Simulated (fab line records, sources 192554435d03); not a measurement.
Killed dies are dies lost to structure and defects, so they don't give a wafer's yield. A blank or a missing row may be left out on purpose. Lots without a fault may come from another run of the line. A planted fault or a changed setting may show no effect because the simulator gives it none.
Split-lot experiment | flow n5_finfet | 7 lots, 21 wafers read, on a route of 1938 steps

THE SPLIT
At N5_BEOL_M15_ILD_DEP_00 (deposits SiO2 from TEOS/O2, target thk 1629.3 nm, time 346.1 s), the setting temp_c was moved away from the recipe's 400 C on 7 of the 21 wafers read, by -1.8% to +1.3%. The other wafers ran this setting at the recipe's value.

The file shows no step between the split and the reading.

THE READING
M15_ILD_THK, in nm, at N5_BEOL_M15_THK_MEAS_01. Fault-free wafers of this fab line usually give 1629 nm, standard deviation 21 nm.

wafer  | tool, chamber at the split | temp_c as run, C | against the recipe | M15_ILD_THK, nm | against lot-mates on the recipe
L075.2 | pecvd-04, 1                | 400              | recipe             | 1613            | -
L075.3 | pecvd-04, 2                | 400              | recipe             | 1632            | -
L075.4 | pecvd-04, 1                | 405.2            | +1.3%              | 1580            | -42
L078.1 | pecvd-02, 2                | 400              | recipe             | 1604            | -
L078.2 | pecvd-02, 0                | 400              | recipe             | 1628            | -
L078.5 | pecvd-02, 0                | 400              | recipe             | 1642            | -
L081.3 | pecvd-01, 2                | 393.8            | -1.5%              | 1701            | +79
L081.5 | pecvd-01, 1                | 400              | recipe             | 1622            | -
L081.6 | pecvd-01, 2                | 393.8            | -1.5%              | 1721            | +99
L080.2 | pecvd-02, 0                | 400              | recipe             | 1612            | -
L080.4 | pecvd-02, 2                | 392.8            | -1.8%              | 1707            | +74
L080.6 | pecvd-02, 0                | 400              | recipe             | 1653            | -
L087.3 | pecvd-02, 0                | 400              | recipe             | 1654            | -
L087.4 | pecvd-02, 1                | 400              | recipe             | 1633            | -
L087.6 | pecvd-02, 1                | 400              | recipe             | 1626            | -
L093.4 | pecvd-02, 2                | 395.7            | -1.1%              | 1681            | +50
L093.5 | pecvd-02, 0                | 395.7            | -1.1%              | 1675            | +44
L093.6 | pecvd-02, 1                | 400              | recipe             | 1631            | -
L096.2 | pecvd-01, 1                | 400              | recipe             | 1642            | -
L096.4 | pecvd-01, 1                | 400              | recipe             | 1641            | -
L096.5 | pecvd-01, 0                | 398              | -0.5%              | 1673            | +32

THE FIT
A straight line over all 21 wafers: M15_ILD_THK changes by -45.8 nm for each +1% of temp_c; r = -0.92; the points scatter about the line by 14 nm.
The same after taking each lot's own level away (the mean of its wafers on the recipe; 21 wafers): -46.2 nm for each +1%; r = -0.93; scatter 13 nm.
On that fit, the largest move of temp_c shifts the reading by 83 nm.
The lots' own levels span 1622.0 to 1641.5 nm, that is 0.9 times the standard deviation above.
So the lot-to-lot level changes the slope little: the two slopes agree.
Check: with one of the wafers moved furthest among these (-1.8%) left out of the fit, the line predicts +89.3 nm for it against its lot-mates. It came out at +74.5 nm against them.

OTHER SPLITS ON THESE WAFERS
These wafers also went through other splits before the reading. Each is held against what the fit with the lots' levels taken away leaves over:
other split on the same wafers | wafers away from the commonest value | r with M15_ILD_THK (lot level and that fit taken away)
N5_BEOL_M11_COAT_05 spin_rpm   | 7                                    | -0.53
N5_BEOL_M13_COAT_58 spin_rpm   | 5                                    | -0.37
N5_BEOL_M13_COAT_22 spin_rpm   | 7                                    | -0.04
N5_BEOL_M13_ETCH_67 bias_w     | 11                                   | +0.02
N5_BEOL_M14_DEP_53 time_s      | 8                                    | +0.32

THE WHOLE CHAIN: every reading that the file lists as answering this split, in the file's order
step                    | what it does                                                   | reading                                                                             | change (the file's fit)              | r (the file's)
N5_BEOL_M15_ILD_DEP_00  | deposits SiO2 from TEOS/O2, target thk 1629.3 nm, time 346.1 s | SiO2_of_BEOL_M15_ILD_DEP_00.thk_nm (the simulator's own value, which no gauge read) | -44.8 nm for each +1% of the setting | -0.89
N5_BEOL_M15_THK_MEAS_01 |                                                                | M15_ILD_THK                                                                         | -45.2 for each +1% of the setting    | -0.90
N5_BEOL_M15_VIA_ETCH_16 | etches SiO2 in C4F8/O2/Ar, target depth 1792.2 nm              | etch.depth_nm (the simulator's own value, which no gauge read)                      | -44.8 nm for each +1% of the setting | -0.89

THE FILE'S OWN FIT
M15_ILD_THK changes by -45.2 nm for each +1% of temp_c, r = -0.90.
